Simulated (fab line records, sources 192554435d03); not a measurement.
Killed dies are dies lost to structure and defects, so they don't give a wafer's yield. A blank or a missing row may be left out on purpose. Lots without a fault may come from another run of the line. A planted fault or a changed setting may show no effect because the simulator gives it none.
One fault seen from 3 desks | flow n5_finfet | each desk has only its own numbers; what lay behind them comes last

THE METROLOGY DESK
What the gauges read, lot by lot, whatever tool the lot ran on: means of the sampled wafers that have a number. A lot is out of limits, marked OUT, if its mean lies more than 4 standard deviations from the usual mean; the brackets give that distance. Of its 16 readings 7 are shown: the one that was out of limits first, and those that lie furthest out on some lot.
Columns: A = IOFF_N_LONG at N5_BEOL_M4_RC_MEAS_101, usual 5.5e-05 nA/um; B = IOFF_P_LONG at N5_BEOL_M4_RC_MEAS_101, usual 0.000108 nA/um; C = ION_N at N5_BEOL_M4_RC_MEAS_101, usual 680 uA/um; D = VT_N at N5_BEOL_M4_RC_MEAS_101, usual 249 mV; E = VT_N_LONG at N5_BEOL_M4_RC_MEAS_101, usual 275.2 mV; F = VT_N_LVT at N5_BEOL_M4_RC_MEAS_101, usual 97 mV; G = VT_P_LONG at N5_BEOL_M4_RC_MEAS_101, usual -275.0 mV
lot  | first seen here | A                 | B        | C              | D              | E               | F              | G
L436 | day 9 01:14     | 5.4e-05           | 0.000102 | 702            | 244            | 273.6           | 93             | -273.6
L437 | day 9 10:15     | 5.5e-05           | 0.000103 | 662            | 252            | 275.3           | 99             | -278.6
L438 | day 9 13:08     | 5.7e-05           | 0.000120 | 676            | 248            | 273.4           | 99             | -273.4
L444 | day 10 13:31    | 3.6e-05 (-10) OUT | 0.000126 | 640            | 267 (+4.9) OUT | 296.8 (+13) OUT | 115 (+4.8) OUT | -269.5
L443 | day 10 16:29    | 3.4e-05 (-11) OUT | 0.000134 | 624 (-4.3) OUT | 271 (+6.0) OUT | 296.5 (+13) OUT | 122 (+6.8) OUT | -265.6
L453 | day 14 01:07    | 5.8e-05           | 0.000115 | 680            | 249            | 272.0           | 98             | -272.6
L455 | day 14 20:22    | 5.4e-05           | 0.000114 | 670            | 251            | 276.4           | 102            | -275.1
L454 | day 14 21:18    | 5.7e-05           | 0.000106 | 683            | 247            | 273.1           | 95             | -275.5
L456 | day 15 00:02    | 5.5e-05           | 0.000111 | 676            | 250            | 276.0           | 96             | -272.6
This desk's finding: out of limits on L443, L444; first on L444, day 10 13:31 (IOFF_N_LONG at N5_BEOL_M4_RC_MEAS_101). In limits: L436, L437, L438, L453, L455, L454, L456.

THE DEFECT DESK
What the inspections along the route counted, lot by lot: means of the sampled wafers that have a number. A lot is out of limits, marked OUT, if its mean lies more than 4 standard deviations from the usual mean; the brackets give that distance.
Columns: A = raw_defect_count at N5_HKMG_FIN_INSPECT_14, usual 1.9
lot  | first seen here | A
L436 | day 4 22:25     | 1.7
L437 | day 5 01:47     | 0.7
L438 | day 5 10:52     | 0.7
L443 | day 6 18:35     | 1.0
L444 | day 6 22:33     | 2.7
L453 | day 9 22:27     | 2.7
L454 | day 10 00:29    | 1.3
L455 | day 10 03:17    | 2.0
L456 | day 10 09:32    | 2.0
This desk's finding: nothing out of limits on any of the 9 lots.

THE TOOL OWNER'S DESK: ald_metal-04
The tool's own readings at N5_HKMG_FIN_NWFM_ALD_20 (deposits TiAlC, target thk 2 nm, pulse time 3 s, purge time 2 s): means of the sampled wafers that have a number, for each lot that ran on this tool. A lot is out of limits, marked OUT, if its mean lies more than 4 standard deviations from the usual mean; the brackets give that distance.
Columns: A = heater_power_outer_w at N5_HKMG_FIN_NWFM_ALD_20, usual 276 W; B = heater_power_w at N5_HKMG_FIN_NWFM_ALD_20, usual 489 W; C = precursor_pulse_height_rel at N5_HKMG_FIN_NWFM_ALD_20, usual 0.998
lot  | first seen here | A   | B   | C
L437 | day 5 03:46     | 291 | 510 | 1.022
L443 | day 6 20:51     | 283 | 498 | 0.999
L444 | day 7 00:42     | 259 | 469 | 1.011
L453 | day 10 00:26    | 268 | 480 | 0.991
L456 | day 10 11:32    | 298 | 514 | 1.016
This desk's finding: nothing out of limits on any of the 5 lots.

PUT TOGETHER
The metrology desk could have raised an alarm at day 10 13:31, on L443, L444.
The defect desk saw nothing out of limits.
The tool owner's desk saw nothing out of limits.
The defect desk has L443, L444 on record, within its limits.
The tool owner's desk has L443, L444 on record, within its limits.
Of the lots named, all ran N5_HKMG_FIN_NWFM_ALD_20 on ald_metal-04.

WHAT THE SIMULATOR HAD PUT IN
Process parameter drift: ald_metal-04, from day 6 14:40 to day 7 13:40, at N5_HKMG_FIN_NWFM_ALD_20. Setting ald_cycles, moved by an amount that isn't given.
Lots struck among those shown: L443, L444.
Hours from the fault's start to each desk's first reading out of limits: the metrology desk, 95.
